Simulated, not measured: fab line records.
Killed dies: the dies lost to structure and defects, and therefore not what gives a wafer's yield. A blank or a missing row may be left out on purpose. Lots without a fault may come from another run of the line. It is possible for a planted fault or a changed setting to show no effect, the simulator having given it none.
Matching of chambers || flow n5_finfet || N5_FIN_SAQP_DESCUM_21 on rie_diel-05: 4 sister chambers
The step chemistry O2, time 7.9 s. 4 wafers are shown with their chamber, then 12 later ones without.

== WAFERS PAIRED WITH THEIR CHAMBERS ==
{"wafer": "L079.5", "chamber": 3, "drypump_motor_current_A (A)": 5.8}
{"wafer": "L084.6", "chamber": 1, "drypump_motor_current_A (A)": 5.5}
{"wafer": "L085.4", "chamber": 2, "drypump_motor_current_A (A)": 5.5}
{"wafer": "L085.5", "chamber": 0, "drypump_motor_current_A (A)": 5.7}

== WAFERS WHOSE CHAMBER IS MISSING ==
{"wafer": "L090.3", "drypump_motor_current_A (A)": 5.5}
{"wafer": "L090.4", "drypump_motor_current_A (A)": 5.5}
{"wafer": "L090.6", "drypump_motor_current_A (A)": 5.5}
{"wafer": "L095.1", "drypump_motor_current_A (A)": 5.8}
{"wafer": "L095.4", "drypump_motor_current_A (A)": 5.5}
{"wafer": "L095.5", "drypump_motor_current_A (A)": 5.7}
{"wafer": "L097.1", "drypump_motor_current_A (A)": 5.6}
{"wafer": "L097.2", "drypump_motor_current_A (A)": 5.8}
{"wafer": "L097.3", "drypump_motor_current_A (A)": 5.5}
{"wafer": "L097.4", "drypump_motor_current_A (A)": 5.5}
{"wafer": "L097.5", "drypump_motor_current_A (A)": 5.8}
{"wafer": "L097.6", "drypump_motor_current_A (A)": 5.6}

== THE CHAMBER EACH PASSED THROUGH ==
{"wafer": "L090.3", "from the rows above": "can't be placed: 1 or 2", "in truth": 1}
{"wafer": "L090.4", "from the rows above": "can't be placed: 1 or 2", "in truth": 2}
{"wafer": "L090.6", "from the rows above": "can't be placed: 1 or 2", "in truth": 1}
{"wafer": "L095.1", "from the rows above": 3, "in truth": 3}
{"wafer": "L095.4", "from the rows above": "can't be placed: 1 or 2", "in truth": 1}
{"wafer": "L095.5", "from the rows above": 0, "in truth": 0}
{"wafer": "L097.1", "from the rows above": "can't be placed: 1 or 2 or 0", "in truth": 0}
{"wafer": "L097.2", "from the rows above": 3, "in truth": 3}
{"wafer": "L097.3", "from the rows above": "can't be placed: 1 or 2", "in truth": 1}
{"wafer": "L097.4", "from the rows above": "can't be placed: 1 or 2", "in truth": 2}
{"wafer": "L097.5", "from the rows above": 3, "in truth": 3}
{"wafer": "L097.6", "from the rows above": "can't be placed: 1 or 2 or 0", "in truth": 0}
Correctly placed: 4 of 12. Unplaceable from these rows: 8, with the true chamber sitting among the candidates in 8. Placed wrongly: 0.
How it was worked out, from the rows above alone: a wafer's distance from a chamber is the root of the sum, over the readings, of the square of ((its reading less the chamber's mean) divided by the reading's scatter). If the next closest chamber is less than 2 further off than the closest, the wafer can't be placed; otherwise it belongs to the closest. For every chamber, the mean is computed from those of its wafers that are shown. The scatter (one wafer shown for each chamber): square how far every hidden wafer sits from the nearest shown wafer, average those squares and take the square root.
